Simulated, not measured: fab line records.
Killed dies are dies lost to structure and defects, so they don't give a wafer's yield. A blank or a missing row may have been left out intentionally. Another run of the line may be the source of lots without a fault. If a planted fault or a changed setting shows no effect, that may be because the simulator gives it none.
fab line records	flow n5Finfet
record lots=24	wafers=72	lastDay=17
route steps=1938 shown BEOL_M7@1283 BEOL_M8@1345
lots untouched by any fault: they come from a run of this same line in which no faults occurred
startH: start of the lot's first displayed wafer, in hours after the record's first day	waitH: hours from the lot's prior step to this one	" the same as in the row above	L1.1+2: a row that stands for several wafers	- no value, or no start was given	* or withheld: withheld	< > ~ a bound
route shown NAME@n: a module of which the file shows steps, and the number in the route of the first	usual: the fault-free wafers' mean and standard deviation	same: alike in all rows	chamber/n: place in a boat	sites: the reading at each site	_std_site: their standard deviation	_edge_site: inner sites' mean taken away from outer sites' mean	radiusMm: how far each site lies from the wafer's centre	mask NAME#n: copy n	behind: the last tool/chamber to shape the wafer	hold: the reason the lot was held/the length of the hold in hours/how it ended	device: transistor that didn't switch, given as n, p or np	end of line: at the end of the route, the tests of the same wafers	a step given without rows: its recipe and nothing more	killed: count of dies lost to structure and defects at first sort (not the wafer's yield)	map: a wafer's dies, x killed, . not, _ none there
set.NAME: setting as actually run; set.NAME@STEP: the setting as run at that earlier step	model.NAME: the simulator's own value behind a step, which no gauge read
route steps across a sampled set of lots; one table per step, one row per wafer
services: from which hour (startH, from the record's first day; less than 0 if before it) a tool's chamber was out of use, for how many hours, and why
## steps
# step N5_BEOL_M7_STRIP_67
# recipe chemistry=CF4	resist=SiARC	powerW=300	biasPowerW=75	pressureMtorr=50	cf4FlowSccm=150	rfFrequencyHz=6e+07
# usual drypumpMotorCurrentA=5.8/0.38	oesProductAu=0.76/0.081	powerW=300.0/0.85	rfVppV=270.7/1.8	showerheadPlenumPTorr=1.78/0.068	throttleValvePct=13.69/0.26
lot.wafer	tool	chamber	startH	waitH	drypumpMotorCurrentA	oesProductAu	powerW	rfHoursCounterH	rfVppV	showerheadPlenumPTorr	throttleValvePct
L075.2	rieDiel-06	0	200.66	0.0	5.7	0.75	300.4	163	271.5	1.79	13.70
L075.5	"	3	"	"	6.2	0.74	300.8	-	270.6	1.79	13.96
L075.6	"	0	"	"	5.7	0.76	299.6	-	269.6	1.79	13.70
L077.3	rieDiel-01	0	200.98	0.0	6.2	0.72	299.1	216	269.4	1.70	13.69
L077.5	"	0	"	"	6.2	0.71	299.6	-	269.5	1.70	13.69
L077.6	"	3	"	"	5.6	0.70	299.4	-	272.5	1.85	13.81
L074.1	rieDiel-06	1	201.64	0.0	5.2	0.70	300.3	232	270.2	1.79	13.63
L074.2	"	0	"	"	5.7	0.76	300.2	163	269.7	1.79	13.71
L074.3	"	3	"	"	6.2	0.75	300.7	165	271.0	1.79	13.95
L076.3	rieDiel-01	1	202.77	0.0	6.1	0.72	299.6	219	271.7	1.77	13.87
L076.4	"	2	"	"	5.3	0.89	298.8	20	268.9	1.74	13.25
L076.5	"	3	"	"	5.6	0.72	301.6	-	271.9	1.85	13.80
L080.2	rieDiel-01	1	227.73	0.0	6.1	0.72	299.5	227	271.9	1.77	13.91
L080.4	"	2	"	"	5.2	0.88	299.6	27	269.5	1.74	13.29
L080.6	"	0	"	"	6.2	0.70	299.7	-	268.8	1.70	13.72
L078.2	rieDiel-06	2	227.85	0.0	5.6	0.78	299.7	147	266.9	1.66	13.72
L078.3	"	1	"	"	5.2	0.70	300.6	241	269.9	1.79	13.67
L078.4	"	3	"	"	6.2	0.73	299.1	174	269.0	1.78	13.99
L079.1	rieDiel-05	2	228.10	0.0	6.2	0.68	298.2	244	269.8	1.70	13.56
L079.3	"	0	"	"	6.4	0.93	300.8	7	274.4	1.92	13.67
L079.4	"	1	"	"	6.0	0.73	301.5	182	269.9	1.79	13.51
L081.2	rieDiel-01	2	236.24	0.0	5.2	0.88	300.7	29	269.7	1.74	13.29
L081.5	"	1	"	"	6.1	0.72	300.9	-	269.8	1.77	13.88
L081.6	"	0	"	"	6.2	0.71	300.4	-	269.9	1.70	13.72
L082.1	rieDiel-06	2	245.89	0.0	5.6	0.78	300.6	152	267.3	1.66	13.76
L082.4	"	1	"	"	5.2	0.69	298.3	246	269.6	1.79	13.67
L082.5	"	3	"	"	6.1	0.73	300.4	-	269.2	1.78	14.00
L083.1	rieDiel-05	0	251.87	0.0	6.4	0.92	299.7	13	273.7	1.92	13.69
L083.4	"	3	"	"	6.1	0.68	300.1	-	271.2	1.84	13.91
L083.6	"	0	"	"	6.4	0.92	299.2	-	273.5	1.92	13.68
L084.1	rieDiel-01	3	259.99	0.0	5.6	0.71	299.3	214	271.6	1.84	13.82
L084.3	"	2	"	"	5.2	0.87	300.8	36	270.7	1.74	13.31
L084.4	"	0	"	"	6.2	0.70	299.6	232	269.0	1.70	13.74
L086.1	rieDiel-06	2	260.76	0.0	5.6	0.77	300.2	157	267.6	1.66	13.75
L086.2	"	3	"	"	6.2	0.72	300.6	185	270.6	1.78	13.98
L086.4	"	0	"	"	5.7	0.73	299.2	-	270.9	1.78	13.73
L085.3	rieDiel-01	0	267.55	0.0	6.2	0.69	299.6	235	270.0	1.69	13.73
L085.5	"	0	"	"	6.2	0.70	300.7	-	268.9	1.69	13.72
L085.6	"	1	"	"	6.1	0.71	301.7	-	270.6	1.77	13.92
L087.1	rieDiel-06	1	279.96	0.0	5.2	0.96	300.9	1	272.1	1.79	13.13
L087.3	"	0	"	"	5.7	0.73	299.3	190	269.6	1.78	13.76
L087.6	"	2	"	"	5.6	0.76	300.5	-	267.0	1.66	13.76
L088.1	rieDiel-05	3	286.46	0.0	6.2	0.67	301.5	246	272.5	1.84	13.94
L088.2	"	0	"	"	6.5	0.89	300.2	26	272.7	1.91	13.73
L088.4	"	1	"	"	6.0	0.72	299.1	200	271.6	1.78	13.56
L090.3	rieDiel-06	1	291.81	0.0	5.2	0.93	299.2	4	270.0	1.78	13.15
L090.4	"	0	"	"	5.7	0.73	300.4	193	270.4	1.78	13.78
L090.6	"	0	"	"	5.7	0.73	299.3	-	270.7	1.78	13.79
L092.2	rieDiel-05	1	295.32	0.0	6.0	0.71	300.7	203	271.6	1.78	13.57
L092.3	"	0	"	"	6.4	0.88	299.9	29	273.2	1.91	13.72
L092.4	"	2	"	"	6.2	0.94	301.5	7	274.1	1.91	13.04
L089.1	rieDiel-05	1	302.83	0.0	6.0	0.71	299.8	205	270.9	1.78	13.57
L089.2	"	0	"	"	6.4	0.88	299.6	32	274.2	1.91	13.73
L089.4	"	2	"	"	6.2	0.92	299.0	-	274.2	1.91	13.04
L091.2	rieDiel-01	2	305.70	0.0	5.2	0.85	299.4	46	269.5	1.74	13.34
L091.3	"	0	"	"	6.2	0.69	300.0	248	267.1	1.69	13.76
L091.5	"	0	"	"	6.2	0.70	300.4	-	268.6	1.69	13.77
L093.4	rieDiel-06	2	311.43	0.0	5.6	0.76	298.9	173	269.5	1.65	13.81
L093.5	"	2	"	"	5.6	0.76	299.1	-	268.7	1.66	13.81
L093.6	"	1	"	"	5.2	0.91	300.0	-	269.6	1.78	13.15
L095.3	rieDiel-01	0	321.16	0.0	6.2	0.69	301.1	254	268.6	1.69	13.78
L095.4	"	3	"	"	5.6	0.68	299.5	-	272.4	1.83	13.91
L095.5	"	2	"	"	5.2	0.84	299.9	-	268.5	1.74	13.34
L094.1	rieDiel-01	3	324.34	0.0	5.6	0.68	299.9	237	270.9	1.83	13.89
L094.3	"	2	"	"	5.2	0.84	299.4	53	270.1	1.74	13.34
L094.5	"	3	"	"	5.6	0.68	298.7	-	273.1	1.83	13.87
L096.3	rieDiel-06	3	331.14	0.0	6.2	0.71	299.2	206	271.3	1.78	14.07
L096.5	"	1	"	"	5.2	0.90	300.8	-	270.4	1.78	13.17
L096.6	"	2	"	"	5.7	0.76	299.4	-	267.2	1.65	13.79
L097.1	rieDiel-06	3	342.14	0.0	6.2	0.71	301.0	210	269.9	1.78	14.07
L097.3	"	1	"	"	5.2	0.89	299.7	19	270.6	1.78	13.17
L097.5	"	3	"	"	6.2	0.71	300.1	-	270.5	1.77	14.06
# step N5_BEOL_M7_VIA_ETCH_34
# recipe chemistry=C4F6/O2	target=SiCOH_lowk	targetDepthA=1255	maskMaterial=SOC	taperDeg=4	timeS=50.5	ionEnergyEv=250	pressureMtorr=30	sourceW=345	biasW=185	Ar_flow_sccm=300	C4F6_flow_sccm=10	O2_flow_sccm=10
# usual drypumpMotorCurrentA=5.9/0.39	oesProductAu=0.75/0.089	rfVppV=666/9.6	showerheadPlenumPTorr=2.82/0.1	throttleValvePct=20.99/0.28
lot.wafer	tool	chamber	startH	waitH	drypumpMotorCurrentA	oesProductAu	rfHoursCounterH	rfVppV	showerheadPlenumPTorr	throttleValvePct
L075.2	rieDiel-05	2	201.81	0.0	6.2	0.70	235	677	2.70	20.63
L075.5	"	3	"	"	6.2	0.69	-	684	2.94	21.10
L075.6	"	2	"	"	6.2	0.69	-	679	2.70	20.63
L077.3	rieDiel-06	3	202.03	0.0	6.2	0.73	165	667	2.83	21.31
L077.5	"	3	"	"	6.2	0.74	-	664	2.83	21.31
L077.6	"	0	"	"	5.7	0.74	-	655	2.85	21.11
L074.1	rieDiel-06	3	203.02	0.0	6.2	0.74	166	665	2.83	21.31
L074.2	"	1	"	"	5.2	0.69	233	657	2.79	20.62
L074.3	"	0	"	"	5.7	0.75	164	655	2.85	21.10
L076.3	rieDiel-05	3	204.85	0.0	6.2	0.69	-	684	2.94	21.10
L076.4	"	2	"	"	6.2	0.69	-	679	2.70	20.63
L076.5	"	3	"	"	6.1	0.69	-	685	2.94	21.10
L080.2	rieDiel-06	3	230.46	0.0	6.2	0.72	175	665	2.83	21.32
L080.4	"	0	"	"	5.7	0.73	173	655	2.85	21.10
L080.6	"	0	"	"	5.7	0.74	-	654	2.85	21.11
L079.1	rieDiel-05	2	230.63	0.0	6.2	0.68	244	678	2.70	20.65
L079.3	"	0	"	"	6.4	0.94	8	663	3.01	21.00
L079.4	"	1	"	"	6.0	0.73	182	659	2.84	20.76
L078.2	rieDiel-01	3	230.67	0.0	5.6	0.70	206	662	2.96	21.24
L078.3	"	0	"	"	6.2	0.69	225	666	2.71	21.07
L078.4	"	2	"	"	5.2	0.89	28	672	2.78	20.75
L081.2	rieDiel-05	1	237.23	0.0	6.0	0.73	184	659	2.84	20.76
L081.5	"	1	"	"	6.0	0.73	-	659	2.84	20.76
L081.6	"	2	"	"	6.2	0.68	-	677	2.70	20.65
L082.1	rieDiel-05	2	248.19	0.0	6.2	0.67	250	677	2.69	20.66
L082.4	"	2	"	"	6.2	0.68	-	675	2.69	20.65
L082.5	"	0	"	"	6.4	0.92	-	664	3.01	21.01
L083.1	rieDiel-06	2	254.40	0.0	5.6	0.77	154	654	2.62	21.04
L083.4	"	3	"	"	6.2	0.72	182	664	2.83	21.34
L083.6	"	2	"	"	5.7	0.77	-	654	2.63	21.03
L084.1	rieDiel-01	1	261.06	0.0	6.1	0.69	236	665	2.80	21.15
L084.3	"	0	"	"	6.2	0.70	232	665	2.71	21.08
L084.4	"	3	"	"	5.6	0.70	215	661	2.95	21.25
L086.1	rieDiel-05	3	262.60	0.0	6.1	0.67	238	685	2.93	21.13
L086.2	"	1	"	"	6.1	0.73	191	658	2.83	20.76
L086.4	"	0	"	"	6.4	0.91	-	661	3.01	21.03
L085.3	rieDiel-01	3	269.30	0.0	5.6	0.69	217	663	2.95	21.25
L085.5	"	1	"	"	6.1	0.68	-	665	2.80	21.14
L085.6	"	3	"	"	5.6	0.69	-	661	2.95	21.25
L087.1	rieDiel-06	1	281.13	0.0	5.2	0.97	1	658	2.78	20.26
L087.3	"	3	"	"	6.2	0.71	193	664	2.82	21.35
L087.6	"	0	"	"	5.7	0.72	-	653	2.84	21.13
L088.1	rieDiel-06	2	290.71	0.0	5.7	0.76	168	655	2.62	21.04
L088.2	"	3	"	"	6.2	0.71	196	663	2.82	21.37
L088.4	"	1	"	"	5.2	0.94	4	657	2.78	20.27
L090.3	rieDiel-06	1	292.65	0.0	5.2	0.93	5	656	2.78	20.29
L090.4	"	2	"	"	5.6	0.76	169	654	2.62	21.04
L090.6	"	1	"	"	5.2	0.93	-	657	2.78	20.29
L092.2	rieDiel-05	2	297.72	0.0	6.2	0.96	8	690	3.03	20.39
L092.3	"	1	"	"	6.0	0.72	203	659	2.83	20.80
L092.4	"	0	"	"	6.4	0.89	30	663	3.00	21.06
L089.1	rieDiel-06	0	305.86	0.0	5.7	0.71	197	655	2.84	21.15
L089.2	"	1	"	"	5.2	0.94	8	656	2.78	20.28
L089.4	"	3	"	"	6.2	0.70	200	666	2.82	21.38
L091.2	rieDiel-06	3	308.18	0.0	6.2	0.71	200	663	2.82	21.38
L091.3	"	2	"	"	5.6	0.77	172	655	2.62	21.06
L091.5	"	3	"	"	6.2	0.71	-	665	2.82	21.36
L093.4	rieDiel-01	2	314.54	0.0	5.3	0.85	-	671	2.77	20.78
L093.5	"	0	"	"	6.2	0.68	-	664	2.70	21.11
L093.6	"	3	"	"	5.6	0.69	-	660	2.94	21.27
L095.3	rieDiel-01	2	324.54	0.0	5.2	0.85	53	672	2.77	20.79
L095.4	"	0	"	"	6.2	0.68	-	665	2.70	21.12
L095.5	"	2	"	"	5.2	0.85	-	670	2.77	20.79
L094.1	rieDiel-01	2	325.20	0.0	5.2	0.85	53	671	2.77	20.78
L094.3	"	3	"	"	5.6	0.68	238	661	2.94	21.28
L094.5	"	3	"	"	5.6	0.69	-	660	2.94	21.24
L096.3	rieDiel-01	3	333.35	0.0	5.6	0.69	241	661	2.94	21.27
L096.5	"	1	"	"	6.1	0.97	-	665	2.80	20.82
L096.6	"	3	"	"	5.6	0.68	-	659	2.94	21.29
L097.1	rieDiel-01	2	343.63	0.0	5.2	0.84	61	671	2.77	20.81
L097.3	"	3	"	"	5.6	0.68	246	663	2.94	21.28
L097.5	"	1	"	"	6.1	0.93	-	664	2.79	20.81
# step N5_BEOL_M7_OCD_MEAS_38
# usual trenchDepthNm=93.1/1.7
lot.wafer	tool	chamber	startH	waitH	trenchDepthNm
L075.2	ocd-01	-	202.17	-	93.2
L075.5	"	-	"	"	92.7
L075.6	"	-	"	"	94.3
L077.3	ocd-02	-	202.28	-	93.0
L077.5	"	-	"	"	93.0
L077.6	"	-	"	"	90.5
L074.1	ocd-02	-	203.27	-	92.8
L074.2	"	-	"	"	91.5
L074.3	"	-	"	"	91.4
L076.3	ocd-02	-	205.19	-	93.3
L076.4	"	-	"	"	94.4
L076.5	"	-	"	"	93.6
L080.2	ocd-02	-	230.71	-	91.8
L080.4	"	-	"	"	90.4
L080.6	"	-	"	"	91.2
L079.1	ocd-02	-	230.88	-	93.8
L079.3	"	-	"	"	94.5
L079.4	"	-	"	"	93.6
L078.2	ocd-01	-	230.92	-	92.9
L078.3	"	-	"	"	93.1
L078.4	"	-	"	"	95.9
L081.2	ocd-02	-	237.48	-	94.7
L081.5	"	-	"	"	94.7
L081.6	"	-	"	"	94.6
L082.1	ocd-01	-	248.44	-	94.3
L082.4	"	-	"	"	93.7
L082.5	"	-	"	"	94.8
L083.1	ocd-01	-	254.65	-	94.9
L083.4	"	-	"	"	92.6
L083.6	"	-	"	"	94.6
L084.1	ocd-02	-	261.31	-	88.4
L084.3	"	-	"	"	93.1
L084.4	"	-	"	"	92.8
L086.1	ocd-01	-	262.85	-	92.7
L086.2	"	-	"	"	94.8
L086.4	"	-	"	"	94.4
L085.3	ocd-02	-	269.55	-	92.4
L085.5	"	-	"	"	87.3
L085.6	"	-	"	"	92.9
L087.1	ocd-02	-	281.38	-	94.8
L087.3	"	-	"	"	91.2
L087.6	"	-	"	"	91.1
L088.1	ocd-01	-	290.96	-	94.3
L088.2	"	-	"	"	91.4
L088.4	"	-	"	"	95.1
L090.3	ocd-02	-	292.90	-	94.7
L090.4	"	-	"	"	94.4
L090.6	"	-	"	"	94.6
L092.2	ocd-02	-	297.97	-	97.0
L092.3	"	-	"	"	94.2
L092.4	"	-	"	"	95.2
L089.1	ocd-02	-	306.11	-	92.1
L089.2	"	-	"	"	95.6
L089.4	"	-	"	"	92.7
L091.2	ocd-01	-	308.43	-	91.7
L091.3	"	-	"	"	94.3
L091.5	"	-	"	"	92.5
L093.4	ocd-02	-	314.77	-	95.0
L093.5	"	-	"	"	91.1
L093.6	"	-	"	"	93.4
L095.3	ocd-01	-	324.79	-	94.1
L095.4	"	-	"	"	91.8
L095.5	"	-	"	"	93.9
L094.1	ocd-01	-	325.45	-	95.8
L094.3	"	-	"	"	94.4
L094.5	"	-	"	"	95.1
L096.3	ocd-01	-	333.61	-	94.6
L096.5	"	-	"	"	93.2
L096.6	"	-	"	"	94.7
L097.1	ocd-01	-	343.88	-	94.7
L097.3	"	-	"	"	94.7
L097.5	"	-	"	"	94.1
# step N5_BEOL_M7_DEGAS_44
# recipe ambient=vacuum	tempC=250	timeS=60
# usual heaterPowerW=327/29
lot.wafer	tool	chamber	startH	waitH	heaterPowerW
L075.2	pvdSputter-01	-	202.69	0.2	305
L075.5	"	-	"	"	342
L075.6	"	-	"	"	343
L077.3	pvdSputter-01	-	202.85	0.2	342
L077.5	"	-	"	"	333
L077.6	"	-	"	"	333
L074.1	pvdSputter-02	-	204.67	1.2	292
L074.2	"	-	"	"	359
L074.3	"	-	"	"	320
L076.3	pvdSputter-01	-	205.70	0.2	351
L076.4	"	-	"	"	335
L076.5	"	-	"	"	350
L080.2	pvdSputter-02	-	231.54	0.5	371
L080.4	"	-	"	"	289
L080.6	"	-	"	"	317
L079.1	pvdSputter-02	-	231.70	0.6	299
L079.3	"	-	"	"	366
L079.4	"	-	"	"	294
L078.2	pvdSputter-02	-	231.78	0.5	298
L078.3	"	-	"	"	286
L078.4	"	-	"	"	322
L081.2	pvdSputter-01	-	239.23	1.5	332
L081.5	"	-	"	"	329
L081.6	"	-	"	"	307
L082.1	pvdSputter-02	-	249.09	0.4	305
L082.4	"	-	"	"	331
L082.5	"	-	"	"	296
L083.1	pvdSputter-03	-	255.72	0.8	303
L083.4	"	-	"	"	419
L083.6	"	-	"	"	316
L084.1	pvdSputter-01	-	262.49	0.9	329
L084.3	"	-	"	"	311
L084.4	"	-	"	"	341
L086.1	pvdSputter-01	-	263.49	0.4	342
L086.2	"	-	"	"	302
L086.4	"	-	"	"	341
L085.3	pvdSputter-02	-	270.20	0.3	298
L085.5	"	-	"	"	316
L085.6	"	-	"	"	301
L087.1	pvdSputter-03	-	282.04	0.4	413
L087.3	"	-	"	"	316
L087.6	"	-	"	"	313
L088.1	pvdSputter-02	-	291.76	0.6	360
L088.2	"	-	"	"	318
L088.4	"	-	"	"	298
L090.3	pvdSputter-03	-	293.67	0.4	318
L090.4	"	-	"	"	313
L090.6	"	-	"	"	417
L092.2	pvdSputter-03	-	299.01	0.8	311
L092.3	"	-	"	"	306
L092.4	"	-	"	"	309
L089.1	pvdSputter-02	-	306.88	0.5	297
L089.2	"	-	"	"	378
L089.4	"	-	"	"	292
L091.2	pvdSputter-01	-	309.15	0.4	304
L091.3	"	-	"	"	336
L091.5	"	-	"	"	310
L093.4	pvdSputter-01	-	315.75	0.6	316
L093.5	"	-	"	"	334
L093.6	"	-	"	"	327
L095.3	pvdSputter-03	-	325.34	0.2	411
L095.4	"	-	"	"	417
L095.5	"	-	"	"	297
L094.1	pvdSputter-01	-	326.02	0.3	334
L094.3	"	-	"	"	338
L094.5	"	-	"	"	340
L096.3	pvdSputter-01	-	334.15	0.2	340
L096.5	"	-	"	"	312
L096.6	"	-	"	"	339
L097.1	pvdSputter-02	-	345.24	1.1	299
L097.3	"	-	"	"	290
L097.5	"	-	"	"	329
# step N5_BEOL_M8_CD_MEAS_11
# recipe targetCdNm=38.5	landingEnergyEv=500	detector=seInlens	polarity=opening
# usual cdNm=38.5/0.61
lot.wafer	tool	chamber	startH	waitH	cdNm
L075.2	cdSem-02	0	206.01	-	38.5
L075.5	"	0	"	"	38.0
L075.6	"	0	"	"	38.0
L077.3	cdSem-02	0	207.07	-	39.3
L077.5	"	0	"	"	39.1
L077.6	"	0	"	"	38.5
L074.1	cdSem-01	0	208.62	-	39.4
L074.2	"	0	"	"	39.1
L074.3	"	0	"	"	39.1
L076.3	cdSem-02	0	212.10	-	38.8
L076.4	"	0	"	"	37.8
L076.5	"	0	"	"	38.3
L080.2	cdSem-02	0	234.61	-	38.3
L080.4	"	0	"	"	38.0
L080.6	"	0	"	"	39.1
L079.1	cdSem-02	0	236.01	-	38.6
L079.3	"	0	"	"	38.4
L079.4	"	0	"	"	39.3
L078.2	cdSem-01	0	236.18	-	38.2
L078.3	"	0	"	"	38.8
L078.4	"	0	"	"	39.1
L081.2	cdSem-01	0	243.25	-	38.7
L081.5	"	0	"	"	39.0
L081.6	"	0	"	"	38.8
L082.1	cdSem-03	0	255.94	-	39.4
L082.4	"	0	"	"	39.3
L082.5	"	0	"	"	39.3
L083.1	cdSem-02	0	259.08	-	38.5
L083.4	"	0	"	"	37.2
L083.6	"	0	"	"	38.1
L084.1	cdSem-02	0	266.36	-	37.8
L084.3	"	0	"	"	38.1
L084.4	"	0	"	"	38.2
L086.1	cdSem-03	0	267.00	-	38.8
L086.2	"	0	"	"	38.1
L086.4	"	0	"	"	38.1
L085.3	cdSem-02	0	275.90	-	38.1
L085.5	"	0	"	"	38.1
L085.6	"	0	"	"	38.3
L087.1	cdSem-02	0	286.20	-	39.4
L087.3	"	0	"	"	39.3
L087.6	"	0	"	"	38.7
L088.1	cdSem-03	0	295.17	-	37.3
L088.2	"	0	"	"	37.9
L088.4	"	0	"	"	38.1
L090.3	cdSem-02	0	298.79	-	39.6
L090.4	"	0	"	"	38.7
L090.6	"	0	"	"	39.7
L092.2	cdSem-03	0	302.32	-	39.3
L092.3	"	0	"	"	39.5
L092.4	"	0	"	"	40.0
L089.1	cdSem-02	0	310.89	-	38.3
L089.2	"	0	"	"	38.2
L089.4	"	0	"	"	38.8
L091.2	cdSem-01	0	313.33	-	37.8
L091.3	"	0	"	"	38.4
L091.5	"	0	"	"	37.5
L093.4	cdSem-02	0	320.41	-	38.8
L093.5	"	0	"	"	38.3
L093.6	"	0	"	"	38.9
L095.3	cdSem-03	0	330.97	-	38.4
L095.4	"	0	"	"	38.4
L095.5	"	0	"	"	38.2
L094.1	cdSem-01	0	331.13	-	37.3
L094.3	"	0	"	"	37.9
L094.5	"	0	"	"	38.9
L096.3	cdSem-03	0	338.02	-	37.5
L096.5	"	0	"	"	38.6
L096.6	"	0	"	"	38.0
L097.1	cdSem-01	0	350.01	-	37.6
L097.3	"	0	"	"	38.6
L097.5	"	0	"	"	38.2
# step N5_BEOL_M8_VIA_ETCH_34
# recipe chemistry=C4F6/O2	target=SiCOH_lowk	targetDepthA=1255	maskMaterial=SOC	taperDeg=4	timeS=50.5	ionEnergyEv=250	pressureMtorr=30	sourceW=345	biasW=185	Ar_flow_sccm=300	C4F6_flow_sccm=10	O2_flow_sccm=10
# usual drypumpMotorCurrentA=5.8/0.35	oesProductAu=0.83/0.09	rfVppV=668/17	showerheadPlenumPTorr=2.88/0.1	throttleValvePct=20.80/0.14
lot.wafer	tool	chamber	startH	waitH	drypumpMotorCurrentA	oesProductAu	rfHoursCounterH	rfVppV	showerheadPlenumPTorr	throttleValvePct
L074.1	rieDiel-03	2	218.12	0.0	4.8	0.93	8	671	2.80	20.79
L074.2	"	3	"	"	6.1	0.83	75	689	2.87	20.82
L074.3	"	1	"	"	6.3	0.88	31	679	2.93	20.98
L075.2	rieDiel-04	0	218.25	0.0	5.5	0.89	38	682	3.04	20.76
L075.5	"	0	"	"	5.5	0.89	-	679	3.04	20.73
L075.6	"	3	"	"	5.6	0.81	-	636	2.76	20.66
L077.3	rieDiel-02	2	218.29	0.0	5.9	0.73	182	639	2.73	20.98
L077.5	"	0	"	"	5.9	0.87	-	684	2.88	20.77
L077.6	"	1	"	"	5.6	0.67	-	651	2.68	20.90
L076.3	rieDiel-04	1	218.65	0.0	5.7	0.74	184	674	2.96	20.86
L076.4	"	3	"	"	5.6	0.80	-	635	2.76	20.66
L076.5	"	0	"	"	5.5	0.88	-	680	3.04	20.71
L080.2	rieDiel-03	1	239.66	0.0	6.3	0.88	33	678	2.93	21.01
L080.4	"	2	"	"	4.8	0.92	11	672	2.80	20.80
L080.6	"	2	"	"	4.8	0.92	-	672	2.80	20.82
L079.1	rieDiel-03	0	240.77	0.0	5.8	0.91	22	676	2.80	20.79
L079.3	"	1	"	"	6.2	0.87	34	679	2.93	21.00
L079.4	"	2	"	"	4.8	0.93	11	671	2.80	20.80
L078.2	rieDiel-04	1	241.17	0.0	5.7	0.74	197	673	2.96	20.88
L078.3	"	0	"	"	5.5	0.87	51	680	3.03	20.75
L078.4	"	1	"	"	5.7	0.73	-	672	2.96	20.87
L081.2	rieDiel-03	1	244.43	0.0	6.3	0.89	35	678	2.93	21.00
L081.5	"	1	"	"	6.3	0.88	-	678	2.93	21.01
L081.6	"	0	"	"	5.7	0.91	-	676	2.80	20.78
L082.1	rieDiel-04	2	257.13	0.0	6.3	0.99	6	662	2.82	20.76
L082.4	"	1	"	"	5.7	0.74	203	672	2.95	20.91
L082.5	"	3	"	"	5.5	0.80	-	634	2.75	20.68
L083.1	rieDiel-02	3	260.93	0.0	6.3	0.68	233	688	2.93	20.70
L083.4	"	0	"	"	5.9	0.85	85	685	2.88	20.79
L083.6	"	3	"	"	6.3	0.68	-	685	2.93	20.70
L084.1	rieDiel-02	0	269.27	0.0	5.9	0.84	88	685	2.87	20.79
L084.3	"	3	"	"	6.3	0.69	236	686	2.93	20.72
L084.4	"	1	"	"	5.6	0.95	10	662	3.01	20.58
L086.1	rieDiel-04	0	269.91	0.0	5.5	0.84	65	678	3.03	20.79
L086.2	"	2	"	"	6.3	0.95	12	665	2.82	20.79
L086.4	"	3	"	"	5.5	0.79	96	634	2.75	20.69
L085.3	rieDiel-04	3	278.49	0.0	5.6	0.79	98	634	2.75	20.68
L085.5	"	0	"	"	5.6	0.85	-	679	3.03	20.77
L085.6	"	1	"	"	5.7	0.72	-	672	2.95	20.90
L087.1	rieDiel-02	2	291.04	0.0	5.9	0.71	209	641	2.72	21.02
L087.3	"	3	"	"	6.3	0.67	244	684	2.92	20.72
L087.6	"	2	"	"	5.9	0.71	-	639	2.72	21.01
L088.1	rieDiel-02	1	297.64	0.0	5.6	0.91	18	661	3.01	20.58
L088.2	"	0	"	"	5.9	0.83	97	685	2.87	20.82
L088.4	"	3	"	"	6.3	0.68	246	686	2.92	20.71
L090.3	rieDiel-04	2	299.96	0.0	6.2	0.93	21	662	2.81	20.80
L090.4	"	3	"	"	5.6	0.78	105	636	2.74	20.71
L090.6	"	1	"	"	5.7	0.71	-	673	2.94	20.93
L092.2	rieDiel-04	1	306.27	0.0	5.7	0.72	223	671	2.94	20.92
L092.3	"	2	"	"	6.2	0.94	24	664	2.81	20.80
L092.4	"	0	"	"	5.5	0.83	78	678	3.02	20.79
L089.1	rieDiel-02	0	314.47	0.0	5.9	0.83	103	684	2.87	20.83
L089.2	"	1	"	"	5.6	0.90	24	661	3.01	20.57
L089.4	"	1	"	"	5.6	0.91	-	662	3.01	20.59
L091.2	rieDiel-02	2	314.94	0.0	5.9	0.70	217	639	2.71	21.03
L091.3	"	0	"	"	5.9	0.83	103	683	2.87	20.82
L091.5	"	1	"	"	5.6	0.90	-	662	3.01	20.58
L093.4	rieDiel-03	0	324.09	0.0	5.8	0.85	52	676	2.79	20.84
L093.5	"	2	"	"	4.8	0.86	-	672	2.79	20.85
L093.6	"	3	"	"	6.1	0.80	-	686	2.85	20.86
L094.1	rieDiel-04	1	333.31	0.0	5.7	0.71	231	673	2.94	20.93
L094.3	"	2	"	"	6.3	0.91	32	664	2.81	20.83
L094.5	"	2	"	"	6.2	0.91	-	661	2.81	20.81
L095.3	rieDiel-02	1	333.36	0.0	5.6	0.90	33	661	3.00	20.59
L095.4	"	2	"	"	5.9	0.70	226	639	2.71	21.02
L095.5	"	2	"	"	5.9	0.70	-	641	2.71	21.03
L096.3	rieDiel-02	2	341.03	0.0	5.9	0.70	229	640	2.71	21.04
L096.5	"	1	"	"	5.6	0.87	-	661	3.00	20.61
L096.6	"	0	"	"	5.9	0.81	-	683	2.86	20.86
L097.1	rieDiel-02	3	351.33	0.0	6.3	0.96	7	686	2.92	20.46
L097.3	"	1	"	"	5.6	0.87	41	660	3.00	20.62
L097.5	"	3	"	"	6.3	0.98	-	685	2.92	20.47
## services
tool	chamber	startH	hours	kind
rieDiel-06	0	190.33	6.5	repair
rieDiel-05	0	192.88	-	clean
rieDiel-06	2	195.78	28.7	repair
rieDiel-05	1	197.55	24.1	repair
pvdSputter-02	-	200.34	4.0	repair
rieDiel-03	-	212.07	0.1	repair
rieDiel-03	-	223.88	15.6	pm
rieDiel-04	3	238.86	7.2	repair
rieDiel-05	1	244.64	5.5	repair
rieDiel-01	0	249.43	3.8	repair
rieDiel-06	1	259.30	-	clean
rieDiel-06	1	259.30	-	consumableReplace:focusRing
rieDiel-06	1	259.30	16.3	scheduledDown
rieDiel-06	1	259.30	16.3	ventCycle
rieDiel-01	2	265.90	16.8	repair
rieDiel-01	1	303.50	-	clean
rieDiel-01	1	303.50	-	consumableReplace:focusRing
rieDiel-01	1	303.50	23.9	scheduledDown
rieDiel-01	1	303.50	23.9	ventCycle
pvdSputter-02	-	322.06	8.6	repair
rieDiel-01	0	327.72	-	clean
rieDiel-01	0	327.72	-	consumableReplace:focusRing
rieDiel-01	0	327.72	-	consumableReplace:showerhead
rieDiel-02	0	349.30	4.2	repair
## key
fault none
